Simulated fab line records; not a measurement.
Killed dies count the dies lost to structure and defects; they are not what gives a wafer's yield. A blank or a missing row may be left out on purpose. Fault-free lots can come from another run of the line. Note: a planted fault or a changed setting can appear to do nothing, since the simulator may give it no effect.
Problem report in the 8D (eight disciplines) form, filled by code ; flow n5_finfet ; the parts of the form that need people (team, actions taken, sign-off) are left out

1. THE PROBLEM
killed_at_M4_up at N5_PASSIVATION_PROBE_49 reads a mean of 74 on 3 wafers of 2 lots; wafers without a fault read 14 with a standard deviation of 5.7. That is +10 standard deviations from the usual mean.
Seen first at day 14 17:48 on prober-02, wafer L498.4. The record holds 6 wafers of 2 lots with a number at this step. By rule, "out" or "out of limits" means more than 4 standard deviations away from the usual mean. The other wafers with a number count as sound.

2. WHAT IT IS, WHAT IT ISN'T
question;is;is not
which readings at this step;killed_at_M4_up, defect_limited_yield, killed_dies, sort_bin_5_function, sort_n_pass, sort_yield_pct;killed_at_M0_to_M3, killed_at_contacts, killed_at_other, killed_short, sort_bin_8_speed
which lots;L498, L502;-
which wafers of those lots;L498.4, L498.5, L502.2;L498.1, L502.1, L502.3
read on which tools;prober-02;-
when;from day 14 17:48;"up to then (1 sound wafer); but 2 sound wafers of L502 came after"

3. THE SUSPECTS, EACH WITH WHAT RULES IT OUT
Counting: if a tool at a process step up to the reading ran every lot that is out, it stays a suspect. Sound lots after the first of them don't rule it out here, since some wafers of a struck lot are sound.
- pvd_sputter-02 at N5_BEOL_M4_SPUTTER_94 (material Cu, target thk 4.5 nm, time 8.29 s): kept. It ran every lot that is out, first L498 (day 10 05:20).
- rie_metal-02 at N5_MIM_TOP_ETCH_ETCH_00 (etches TiN in Cl2/BCl3, target depth 38.5 nm): kept. It ran every lot that is out, first L498 (day 14 06:51).
- prober-02 at N5_PASSIVATION_PROBE_49: kept. It ran every lot that is out, first L498 (day 14 17:39). Its own readings are out on those wafers: defect_limited_yield, killed_at_M4_up, killed_dies, sort_bin_5_function, sort_n_pass, sort_yield_pct.
The count leaves pvd_sputter-02 at N5_BEOL_M4_SPUTTER_94, rie_metal-02 at N5_MIM_TOP_ETCH_ETCH_00, and prober-02 at N5_PASSIVATION_PROBE_49.

4. THE CAUSE (what the simulator had put in)
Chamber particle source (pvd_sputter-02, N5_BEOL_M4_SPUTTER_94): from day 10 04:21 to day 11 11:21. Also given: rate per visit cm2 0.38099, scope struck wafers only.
After counting, 3 suspects remain, this tool included.

5. SEQUENCE OF EFFECTS, ordered by route
Each row: a reading whose mean over the struck wafers that have a number lies more than 3 standard deviations from the usual. Readings are gone through only where the record gives a usual standard deviation; hours: the median, over the lots, of the time from a lot's start at the first step in this table giving one to that lot's start at this step; sigmas: the change measured in usual standard deviations.
hours;step;reading;usual;on struck wafers;change;sigmas
0;N5_PASSIVATION_PROBE_49;defect_limited_yield;91.1 %;84.2;-6.9;-5.3
0;N5_PASSIVATION_PROBE_49;killed_at_M4_up;14;74;+60;+10
0;N5_PASSIVATION_PROBE_49;killed_dies;105;186;+81;+5.4
0;N5_PASSIVATION_PROBE_49;killed_on_rim;14;31;+17;+4.0
0;N5_PASSIVATION_PROBE_49;sort_bin_5_function;5.3 %;10.3;+5.0;+6.1
0;N5_PASSIVATION_PROBE_49;sort_n_pass;1075;994;-81;-5.4
0;N5_PASSIVATION_PROBE_49;sort_yield_pct;91.1 %;84.2;-6.9;-5.3
Process steps it contains:
- N5_PASSIVATION_PROBE_49

6. WHAT WOULD HAVE CAUGHT IT SOONER
The fault began at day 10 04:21; the first out-of-limits reading in this record came at day 14 17:48, 109 hours later.
Of the tool readings at N5_BEOL_M4_SPUTTER_94 for which the record gives a usual standard deviation, none was out on any struck wafer, so an alarm limit of 4 standard deviations on them would not have fired.
By day 14 17:48 the whole set of lots that are out, 2 in number, had already begun N5_BEOL_M4_SPUTTER_94 on pvd_sputter-02. A hold on the tool at that time would have spared none of them.
